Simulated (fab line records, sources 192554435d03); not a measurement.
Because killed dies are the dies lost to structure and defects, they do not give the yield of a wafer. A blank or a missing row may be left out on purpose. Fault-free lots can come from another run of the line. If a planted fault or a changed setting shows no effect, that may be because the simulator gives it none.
Which tool is to blame? + flow n5-finfet + 21 lots with 63 wafers sampled at 6 steps, on a route of 1938 steps

== WHAT EACH GAUGE READ, for each wafer ==
No reading from a measuring or inspecting step in the record can be judged against a usual standard deviation.

== TOOL THAT RAN EACH LOT (tool first, then ch and the chambers of the sampled wafers, then the start) ==
| lot  | N5_BEOL_M10_HM_DEP_02        | N5_BEOL_M10_ETCH_65                | N5_BEOL_M10_ETCH_41                           | N5_BEOL_M10_CURE_72           | N5_BEOL_M10_DEGAS_44         | N5_BEOL_M11_ETCH_41            |
|------|------------------------------|------------------------------------|-----------------------------------------------|-------------------------------|------------------------------|--------------------------------|
| L074 | pvd-sputter-02, day 10 01:43 | rie-diel-05 ch 0,1,2, day 10 04:55 | rie-diel-05 ch 0,1,2, day 10 05:37 or earlier | uv-cure-01 ch 0, day 10 05:37 | pvd-sputter-03, day 10 06:05 | rie-diel-02 ch 1,2,3, no start |
| L075 | pvd-sputter-02, day 10 01:55 | rie-diel-01 ch 2,3, day 10 04:44   | rie-diel-01 ch 2,3, day 10 05:32 or earlier   | uv-cure-03 ch 0, day 10 05:32 | pvd-sputter-03, day 10 06:01 | rie-diel-02 ch 1,2,3, no start |
| L078 | pvd-sputter-03, day 10 15:14 | rie-diel-05 ch 0,2, day 10 18:47   | rie-diel-05 ch 0,2, day 10 19:35 or earlier   | uv-cure-03 ch 0, day 10 19:35 | pvd-sputter-01, day 10 21:19 | rie-diel-03 ch 1,2, no start   |
| L077 | pvd-sputter-02, day 10 22:59 | rie-diel-04 ch 0,3, day 11 01:18   | rie-diel-04 ch 0,3, day 11 02:04 or earlier   | uv-cure-02 ch 0, day 11 02:04 | pvd-sputter-02, day 11 02:30 | rie-diel-06 ch 0,1, no start   |
| L080 | pvd-sputter-03, day 11 02:19 | rie-diel-01 ch 0,1,2, day 11 05:04 | rie-diel-01 ch 0,1,2, day 11 05:43 or earlier | uv-cure-03 ch 1, day 11 05:43 | pvd-sputter-03, day 11 06:02 | rie-diel-03 ch 1,2,3, no start |
| L081 | pvd-sputter-02, day 11 05:42 | rie-diel-04 ch 0,3, day 11 08:08   | rie-diel-04 ch 0,3, day 11 09:07 or earlier   | uv-cure-01 ch 2, day 11 09:07 | pvd-sputter-03, day 11 10:14 | rie-diel-06 ch 1,2,3, no start |
| L083 | pvd-sputter-02, day 12 01:56 | rie-diel-04 ch 0,3, day 12 04:49   | rie-diel-04 ch 0,3, day 12 05:28 or earlier   | uv-cure-02 ch 2, day 12 05:28 | pvd-sputter-03, day 12 05:55 | rie-diel-02 ch 1,3, no start   |
| L082 | pvd-sputter-01, day 12 02:05 | rie-diel-01 ch 0,2,3, day 12 04:39 | rie-diel-01 ch 0,2,3, day 12 05:18 or earlier | uv-cure-01 ch 0, day 12 05:18 | pvd-sputter-02, day 12 05:53 | rie-diel-06 ch 1,3, no start   |
| L084 | pvd-sputter-02, day 12 02:12 | rie-diel-01 ch 2,3, day 12 05:10   | rie-diel-01 ch 2,3, day 12 05:53 or earlier   | uv-cure-01 ch 1, day 12 05:53 | pvd-sputter-01, day 12 06:36 | rie-diel-03 ch 1,2,3, no start |
| L085 | pvd-sputter-02, day 12 08:22 | rie-diel-04 ch 1,3, day 12 10:23   | rie-diel-04 ch 1,3, day 12 11:06 or earlier   | uv-cure-02 ch 1, day 12 11:06 | pvd-sputter-03, day 12 11:38 | rie-diel-02 ch 1,2, no start   |
| L086 | pvd-sputter-01, day 12 08:55 | rie-diel-05 ch 0,1,2, day 12 11:08 | rie-diel-05 ch 0,1,2, day 12 11:50 or earlier | uv-cure-02 ch 2, day 12 11:50 | pvd-sputter-01, day 12 12:17 | rie-diel-03 ch 0,2,3, no start |
| L089 | pvd-sputter-03, day 13 02:59 | rie-diel-05 ch 0,1,2, day 13 06:34 | rie-diel-05 ch 0,1,2, day 13 07:13 or earlier | uv-cure-02 ch 0, day 13 07:13 | pvd-sputter-02, day 13 07:32 | rie-diel-06 ch 1,2, no start   |
| L088 | pvd-sputter-02, day 13 13:27 | rie-diel-04 ch 0,2,3, day 13 17:16 | rie-diel-04 ch 0,2,3, day 13 17:55 or earlier | uv-cure-01 ch 1, day 13 17:55 | pvd-sputter-02, day 13 18:14 | rie-diel-06 ch 0,1, no start   |
| L091 | pvd-sputter-01, day 13 21:52 | rie-diel-04 ch 2,3, day 14 00:51   | rie-diel-04 ch 2,3, day 14 01:35 or earlier   | uv-cure-02 ch 0, day 14 01:35 | pvd-sputter-01, day 14 02:20 | rie-diel-02 ch 1,2,3, no start |
| L090 | pvd-sputter-03, day 13 22:13 | rie-diel-05 ch 0,2,3, day 14 00:35 | rie-diel-05 ch 0,2,3, day 14 01:20 or earlier | uv-cure-03 ch 2, day 14 01:20 | pvd-sputter-02, day 14 02:17 | rie-diel-03 ch 0,1,2, no start |
| L093 | pvd-sputter-03, day 14 10:38 | rie-diel-04 ch 1,2,3, day 14 13:41 | rie-diel-04 ch 1,2,3, day 14 14:23 or earlier | uv-cure-02 ch 0, day 14 14:23 | pvd-sputter-02, day 14 14:44 | rie-diel-02 ch 1,2,3, no start |
| L092 | pvd-sputter-02, day 14 14:38 | rie-diel-05 ch 0,1,2, day 14 17:19 | rie-diel-05 ch 0,1,2, day 14 17:59 or earlier | uv-cure-03 ch 1, day 14 17:59 | pvd-sputter-03, day 14 18:33 | rie-diel-06 ch 1,2,3, no start |
| L095 | pvd-sputter-03, day 14 21:47 | rie-diel-01 ch 0,3, day 14 23:22   | rie-diel-01 ch 0,3, day 15 00:04 or earlier   | uv-cure-03 ch 2, day 15 00:04 | pvd-sputter-01, day 15 01:05 | rie-diel-02 ch 0,1,3, no start |
| L094 | pvd-sputter-01, day 15 02:11 | rie-diel-01 ch 0,1,3, day 15 03:44 | rie-diel-01 ch 0,1,3, day 15 04:29 or earlier | uv-cure-01 ch 2, day 15 04:29 | pvd-sputter-03, day 15 04:52 | rie-diel-03 ch 0,2,3, no start |
| L096 | pvd-sputter-01, day 15 08:05 | rie-diel-05 ch 0,2,3, day 15 09:33 | rie-diel-05 ch 0,2,3, day 15 10:21 or earlier | uv-cure-03 ch 1, day 15 10:21 | pvd-sputter-01, day 15 10:40 | rie-diel-03 ch 0,1,3, no start |
| L097 | pvd-sputter-01, day 15 20:38 | rie-diel-01 ch 0,1, day 15 22:38   | rie-diel-01 ch 0,1, day 15 23:20 or earlier   | uv-cure-01 ch 1, day 15 23:20 | pvd-sputter-01, day 15 23:37 | rie-diel-03 ch 2, no start     |
- N5_BEOL_M10_HM_DEP_02: deposits TiN, target thk 20 nm.
- N5_BEOL_M10_ETCH_65: etches SiARC in CF4, target depth 39 nm, time 65 s.
- N5_BEOL_M10_ETCH_41: etches SiCN in CH3F/O2, target depth 42.6 nm, time 86 s.
- N5_BEOL_M10_CURE_72: cures SiCOH lowk, time 120 s.
- N5_BEOL_M10_DEGAS_44: time 60 s.
- N5_BEOL_M11_ETCH_41: etches SiCN in CH3F/O2, target depth 42.6 nm, time 86 s.

== AS READ BY THE TOOLS THEMSELVES (means over the sampled wafers that have a number; for cases with no such wafer, the mark the record gives instead) ==
N5_BEOL_M10_HM_DEP_02. Usual: susceptor-temp-C 24.99 C, standard deviation 0.099; throttle-valve-pct 29.6 %, standard deviation 1.
| lot  | tool           | susceptor-temp-C (C) | throttle-valve-pct (%) | flag |
|------|----------------|----------------------|------------------------|------|
| L074 | pvd-sputter-02 | 25.02                | 30.2                   |      |
| L075 | pvd-sputter-02 | 24.99                | 29.0                   |      |
| L078 | pvd-sputter-03 | 24.90                | 29.8                   |      |
| L077 | pvd-sputter-02 | 25.01                | 29.5                   |      |
| L080 | pvd-sputter-03 | 25.02                | 29.3                   |      |
| L081 | pvd-sputter-02 | 25.00                | 29.6                   |      |
| L083 | pvd-sputter-02 | 25.00                | 28.9                   |      |
| L082 | pvd-sputter-01 | 24.97                | 29.9                   |      |
| L084 | pvd-sputter-02 | 24.96                | 29.5                   |      |
| L085 | pvd-sputter-02 | 25.02                | 30.2                   |      |
| L086 | pvd-sputter-01 | 25.05                | 29.0                   |      |
| L089 | pvd-sputter-03 | 25.07                | 29.2                   |      |
| L088 | pvd-sputter-02 | 25.08                | 29.5                   |      |
| L091 | pvd-sputter-01 | 24.94                | 28.9                   |      |
| L090 | pvd-sputter-03 | 25.06                | 29.3                   |      |
| L093 | pvd-sputter-03 | 25.02                | 29.4                   |      |
| L092 | pvd-sputter-02 | 25.02                | 29.4                   |      |
| L095 | pvd-sputter-03 | 24.90                | 29.2                   |      |
| L094 | pvd-sputter-01 | 24.96                | 29.1                   |      |
| L096 | pvd-sputter-01 | 25.12                | 30.1                   |      |
| L097 | pvd-sputter-01 | 24.95                | 28.7                   |      |

N5_BEOL_M10_ETCH_65. Usual: bias-w 36.00 W (standard deviation 0.11); drypump-motor-current-A 5.7 A (standard deviation 0.52); etch-rf-on-time-s 65.5 s (standard deviation 1.8); oes-product-au 0.68 a.u. (standard deviation 0.059); rf-vpp-V 183.9 V (standard deviation 1); showerhead-plenum-p-Torr 2.12 Torr (standard deviation 0.049); throttle-valve-pct 15.69 % (standard deviation 0.21).
| lot  | tool        | bias-w (W) | drypump-motor-current-A (A) | etch-rf-on-time-s (s) | oes-product-au (a.u.) | rf-vpp-V (V) | showerhead-plenum-p-Torr (Torr) | throttle-valve-pct (%) | flag |
|------|-------------|------------|-----------------------------|-----------------------|-----------------------|--------------|---------------------------------|------------------------|------|
| L074 | rie-diel-05 | 36.09      | 5.9                         | 66.5                  | 0.67                  | 183.8        | 2.10                            | 15.70                  |      |
| L075 | rie-diel-01 | 36.03      | 5.5                         | 65.3                  | 0.65                  | 185.5        | 2.21                            | 15.76                  |      |
| L078 | rie-diel-05 | 35.92      | 5.6                         | 65.1                  | 0.68                  | 183.2        | 2.10                            | 15.71                  |      |
| L077 | rie-diel-04 | 35.88      | 5.9                         | 65.3                  | 0.69                  | 183.3        | 2.07                            | 15.50                  |      |
| L080 | rie-diel-01 | 35.92      | 5.8                         | 66.3                  | 0.62                  | 184.3        | 2.16                            | 15.92                  |      |
| L081 | rie-diel-04 | 35.97      | 6.0                         | 64.6                  | 0.72                  | 182.6        | 2.08                            | 15.43                  |      |
| L083 | rie-diel-04 | 36.05      | 5.9                         | 65.5                  | 0.68                  | 182.4        | 2.07                            | 15.53                  |      |
| L082 | rie-diel-01 | 35.91      | 5.9                         | 65.3                  | 0.64                  | 184.1        | 2.19                            | 15.82                  |      |
| L084 | rie-diel-01 | 36.05      | 5.5                         | 65.6                  | 0.63                  | 184.7        | 2.20                            | 15.78                  |      |
| L085 | rie-diel-04 | 36.05      | 5.8                         | 63.1                  | 0.74                  | 183.9        | 2.12                            | 15.49                  |      |
| L086 | rie-diel-05 | 35.99      | 5.8                         | 65.8                  | 0.66                  | 183.9        | 2.09                            | 15.74                  |      |
| L089 | rie-diel-05 | 36.06      | 5.9                         | 65.9                  | 0.65                  | 183.1        | 2.09                            | 15.75                  |      |
| L088 | rie-diel-04 | 35.99      | 5.8                         | 65.3                  | 0.70                  | 183.1        | 2.07                            | 15.46                  |      |
| L091 | rie-diel-04 | 35.97      | 5.8                         | 64.4                  | 0.74                  | 184.8        | 2.09                            | 15.41                  |      |
| L090 | rie-diel-05 | 35.91      | 5.6                         | 67.0                  | 0.66                  | 183.5        | 2.10                            | 15.78                  |      |
| L093 | rie-diel-04 | 36.02      | 5.6                         | 65.2                  | 0.71                  | 183.6        | 2.11                            | 15.49                  |      |
| L092 | rie-diel-05 | 36.14      | 5.9                         | 66.6                  | 0.64                  | 183.6        | 2.09                            | 15.77                  |      |
| L095 | rie-diel-01 | 35.93      | 6.2                         | 65.0                  | 0.63                  | 183.8        | 2.16                            | 15.89                  |      |
| L094 | rie-diel-01 | 36.09      | 6.0                         | 64.9                  | 0.68                  | 183.4        | 2.13                            | 15.83                  |      |
| L096 | rie-diel-05 | 35.98      | 5.6                         | 66.9                  | 0.65                  | 183.6        | 2.09                            | 15.80                  |      |
| L097 | rie-diel-01 | 36.02      | 6.1                         | 64.7                  | 0.67                  | 183.4        | 2.13                            | 15.83                  |      |

N5_BEOL_M10_ETCH_41. Usual: O2_flow_sccm 20.00 sccm, standard deviation 0.06; bias-w 75.02 W, standard deviation 0.23; drypump-motor-current-A 5.7 A, standard deviation 0.52; oes-product-au 0.79 a.u., standard deviation 0.071; rf-vpp-V 296.8 V, standard deviation 1.1; showerhead-plenum-p-Torr 1.98 Torr, standard deviation 0.053; throttle-valve-pct 16.43 %, standard deviation 0.21.
| lot  | tool        | O2_flow_sccm (sccm) | bias-w (W) | drypump-motor-current-A (A) | oes-product-au (a.u.) | rf-vpp-V (V) | showerhead-plenum-p-Torr (Torr) | throttle-valve-pct (%) | flag |
|------|-------------|---------------------|------------|-----------------------------|-----------------------|--------------|---------------------------------|------------------------|------|
| L074 | rie-diel-05 | 19.98               | 74.91      | 5.9                         | 0.80                  | 296.3        | 1.96                            | 16.44                  |      |
| L075 | rie-diel-01 | 19.96               | 74.98      | 5.5                         | 0.76                  | 298.6        | 2.08                            | 16.56                  |      |
| L078 | rie-diel-05 | 20.03               | 75.02      | 5.6                         | 0.79                  | 296.7        | 1.96                            | 16.45                  |      |
| L077 | rie-diel-04 | 20.00               | 74.81      | 5.9                         | 0.80                  | 296.2        | 1.92                            | 16.16                  |      |
| L080 | rie-diel-01 | 20.00               | 75.03      | 5.8                         | 0.72                  | 297.1        | 2.03                            | 16.68                  |      |
| L081 | rie-diel-04 | 19.97               | 75.10      | 6.0                         | 0.85                  | 296.8        | 1.94                            | 16.10                  |      |
| L083 | rie-diel-04 | 20.02               | 74.93      | 5.9                         | 0.79                  | 294.9        | 1.92                            | 16.18                  |      |
| L082 | rie-diel-01 | 20.05               | 74.98      | 5.9                         | 0.75                  | 298.2        | 2.05                            | 16.55                  |      |
| L084 | rie-diel-01 | 19.97               | 75.18      | 5.5                         | 0.74                  | 297.5        | 2.07                            | 16.59                  |      |
| L085 | rie-diel-04 | 19.95               | 75.05      | 5.8                         | 0.86                  | 296.6        | 1.98                            | 16.20                  |      |
| L086 | rie-diel-05 | 20.09               | 74.91      | 5.9                         | 0.77                  | 296.4        | 1.95                            | 16.48                  |      |
| L089 | rie-diel-05 | 20.00               | 74.92      | 5.9                         | 0.77                  | 297.8        | 1.95                            | 16.49                  |      |
| L088 | rie-diel-04 | 20.01               | 74.97      | 5.7                         | 0.82                  | 295.7        | 1.93                            | 16.16                  |      |
| L091 | rie-diel-04 | 20.07               | 74.95      | 5.8                         | 0.86                  | 295.5        | 1.94                            | 16.11                  |      |
| L090 | rie-diel-05 | 19.98               | 74.76      | 5.6                         | 0.77                  | 297.1        | 1.95                            | 16.48                  |      |
| L093 | rie-diel-04 | 20.01               | 74.87      | 5.6                         | 0.83                  | 296.8        | 1.98                            | 16.26                  |      |
| L092 | rie-diel-05 | 19.99               | 75.27      | 5.9                         | 0.75                  | 296.0        | 1.95                            | 16.51                  |      |
| L095 | rie-diel-01 | 19.99               | 75.23      | 6.2                         | 0.74                  | 296.2        | 2.01                            | 16.55                  |      |
| L094 | rie-diel-01 | 19.94               | 74.73      | 6.0                         | 0.80                  | 297.7        | 1.99                            | 16.56                  |      |
| L096 | rie-diel-05 | 20.04               | 75.27      | 5.6                         | 0.77                  | 295.9        | 1.95                            | 16.51                  |      |
| L097 | rie-diel-01 | 20.06               | 74.74      | 6.1                         | 0.79                  | 297.2        | 1.99                            | 16.54                  |      |

N5_BEOL_M10_CURE_72. Usual: lamp-power-pct 52.30 %, standard deviation 0.058; wafer_temp_C_max 372.1, standard deviation 0.81.
| lot  | tool       | lamp-power-pct (%) | wafer_temp_C_max | flag |
|------|------------|--------------------|------------------|------|
| L074 | uv-cure-01 | 52.32              | 371.0            |      |
| L075 | uv-cure-03 | 52.34              | 371.0            |      |
| L078 | uv-cure-03 | 52.30              | 370.9            |      |
| L077 | uv-cure-02 | 52.25              | 372.4            |      |
| L080 | uv-cure-03 | 52.39              | 372.5            |      |
| L081 | uv-cure-01 | 52.27              | 371.4            |      |
| L083 | uv-cure-02 | 52.30              | 371.8            |      |
| L082 | uv-cure-01 | 52.24              | 371.4            |      |
| L084 | uv-cure-01 | 52.30              | 372.5            |      |
| L085 | uv-cure-02 | 52.27              | 371.8            |      |
| L086 | uv-cure-02 | 52.28              | 371.4            |      |
| L089 | uv-cure-02 | 52.28              | 372.7            |      |
| L088 | uv-cure-01 | 52.31              | 373.1            |      |
| L091 | uv-cure-02 | 52.26              | 372.1            |      |
| L090 | uv-cure-03 | 52.30              | 372.0            |      |
| L093 | uv-cure-02 | 52.32              | 372.5            |      |
| L092 | uv-cure-03 | 52.28              | 372.7            |      |
| L095 | uv-cure-03 | 52.33              | 372.0            |      |
| L094 | uv-cure-01 | 52.35              | 371.4            |      |
| L096 | uv-cure-03 | 52.32              | 373.6            |      |
| L097 | uv-cure-01 | 52.32              | 373.1            |      |

N5_BEOL_M10_DEGAS_44. Usual: heater-power-w 341 W, standard deviation 34; susceptor-temp-C 249.99 C, standard deviation 0.18.
| lot  | tool           | heater-power-w (W) | susceptor-temp-C (C) | flag |
|------|----------------|--------------------|----------------------|------|
| L074 | pvd-sputter-03 | 357                | 250.07               |      |
| L075 | pvd-sputter-03 | 364                | 250.27               |      |
| L078 | pvd-sputter-01 | 351                | 250.06               |      |
| L077 | pvd-sputter-02 | 323                | 250.03               |      |
| L080 | pvd-sputter-03 | 360                | 249.96               |      |
| L081 | pvd-sputter-03 | 340                | 249.83               |      |
| L083 | pvd-sputter-03 | 367                | 250.06               |      |
| L082 | pvd-sputter-02 | 328                | 249.93               |      |
| L084 | pvd-sputter-01 | 342                | 250.10               |      |
| L085 | pvd-sputter-03 | 359                | 250.17               |      |
| L086 | pvd-sputter-01 | 323                | 249.87               |      |
| L089 | pvd-sputter-02 | 304                | 250.00               |      |
| L088 | pvd-sputter-02 | 313                | 250.06               |      |
| L091 | pvd-sputter-01 | 357                | 250.07               |      |
| L090 | pvd-sputter-02 | 326                | 249.81               |      |
| L093 | pvd-sputter-02 | 308                | 250.04               |      |
| L092 | pvd-sputter-03 | 363                | 249.82               |      |
| L095 | pvd-sputter-01 | 332                | 250.06               |      |
| L094 | pvd-sputter-03 | 353                | 249.90               |      |
| L096 | pvd-sputter-01 | 327                | 249.88               |      |
| L097 | pvd-sputter-01 | 334                | 250.09               |      |

N5_BEOL_M11_ETCH_41. Usual: O2_flow_sccm 20.00 sccm, standard deviation 0.063; bias-w 75.03 W, standard deviation 0.28; drypump-motor-current-A 5.6 A, standard deviation 0.52; oes-product-au 0.80 a.u., standard deviation 0.091; rf-vpp-V 297.2 V, standard deviation 2.1; showerhead-plenum-p-Torr 2.00 Torr, standard deviation 0.094; throttle-valve-pct 16.34 %, standard deviation 0.24.
| lot  | tool        | O2_flow_sccm (sccm) | bias-w (W) | drypump-motor-current-A (A) | oes-product-au (a.u.) | rf-vpp-V (V) | showerhead-plenum-p-Torr (Torr) | throttle-valve-pct (%) | flag |
|------|-------------|---------------------|------------|-----------------------------|-----------------------|--------------|---------------------------------|------------------------|------|
| L074 | rie-diel-02 | 19.99               | 74.76      | 5.7                         | 0.80                  | 296.9        | 1.99                            | 16.42                  |      |
| L075 | rie-diel-02 | 20.05               | 75.15      | 5.7                         | 0.81                  | 296.9        | 1.99                            | 16.43                  |      |
| L078 | rie-diel-03 | 20.03               | 75.18      | 5.2                         | 0.82                  | 297.9        | 2.00                            | 16.29                  |      |
| L077 | rie-diel-06 | 19.99               | 74.92      | 5.7                         | 0.75                  | 298.1        | 2.03                            | 16.46                  |      |
| L080 | rie-diel-03 | 19.96               | 75.07      | 5.6                         | 0.77                  | 295.9        | 1.97                            | 16.29                  |      |
| L081 | rie-diel-06 | 20.01               | 74.97      | 4.9                         | 0.76                  | 297.5        | 2.03                            | 16.44                  |      |
| L083 | rie-diel-02 | 19.99               | 75.32      | 5.8                         | 0.91                  | 297.7        | 2.04                            | 16.24                  |      |
| L082 | rie-diel-06 | 20.07               | 74.76      | 5.0                         | 0.79                  | 298.3        | 2.03                            | 16.32                  |      |
| L084 | rie-diel-03 | 19.99               | 75.22      | 5.6                         | 0.87                  | 298.5        | 2.06                            | 16.13                  |      |
| L085 | rie-diel-02 | 19.94               | 75.18      | 5.5                         | 0.88                  | 296.4        | 1.96                            | 16.34                  |      |
| L086 | rie-diel-03 | 20.04               | 75.09      | 5.9                         | 0.82                  | 297.9        | 2.04                            | 16.23                  |      |
| L089 | rie-diel-06 | 20.02               | 75.10      | 4.9                         | 0.88                  | 297.6        | 2.01                            | 16.25                  |      |
| L088 | rie-diel-06 | 20.00               | 75.14      | 5.9                         | 0.91                  | 300.0        | 2.12                            | 16.34                  |      |
| L091 | rie-diel-02 | 19.98               | 75.21      | 5.7                         | 0.85                  | 296.7        | 1.99                            | 16.30                  |      |
| L090 | rie-diel-03 | 20.01               | 75.23      | 5.4                         | 0.75                  | 299.2        | 2.04                            | 16.32                  |      |
| L093 | rie-diel-02 | 19.98               | 74.75      | 5.7                         | 0.85                  | 297.2        | 1.99                            | 16.30                  |      |
| L092 | rie-diel-06 | 20.05               | 75.19      | 5.0                         | 0.81                  | 296.8        | 2.02                            | 16.32                  |      |
| L095 | rie-diel-02 | 20.01               | 75.04      | 5.7                         | 0.81                  | 295.6        | 1.96                            | 16.42                  |      |
| L094 | rie-diel-03 | 20.01               | 74.83      | 5.9                         | 0.79                  | 298.2        | 2.03                            | 16.28                  |      |
| L096 | rie-diel-03 | 19.99               | 74.94      | 5.8                         | 0.78                  | 299.4        | 2.09                            | 16.15                  |      |
| L097 | rie-diel-03 | 20.01               | 75.06      | 5.2                         | 0.77                  | 296.0        | 1.93                            | 16.50                  |      |

== THE ANSWER, worked out from the rows above alone ==
Rule: a lot counts as off when the mean over its wafers that have a number is more than 3 standard deviations away from the usual mean. Also off: a lot with no number at a reading for which 4 or more lots have one. All remaining lots with rows at the step are treated as sound. Order of review: gauges by route order, followed by the tools' own readings, for which a lot's mean as printed above is used. The first step at which some lot is off is used, and at that step the reading that is off furthest; a lot without a number counts as furthest.
None of the lots is off at any reading shown; this tells nothing.

== WHAT WAS PUT IN BY THE SIMULATOR ==
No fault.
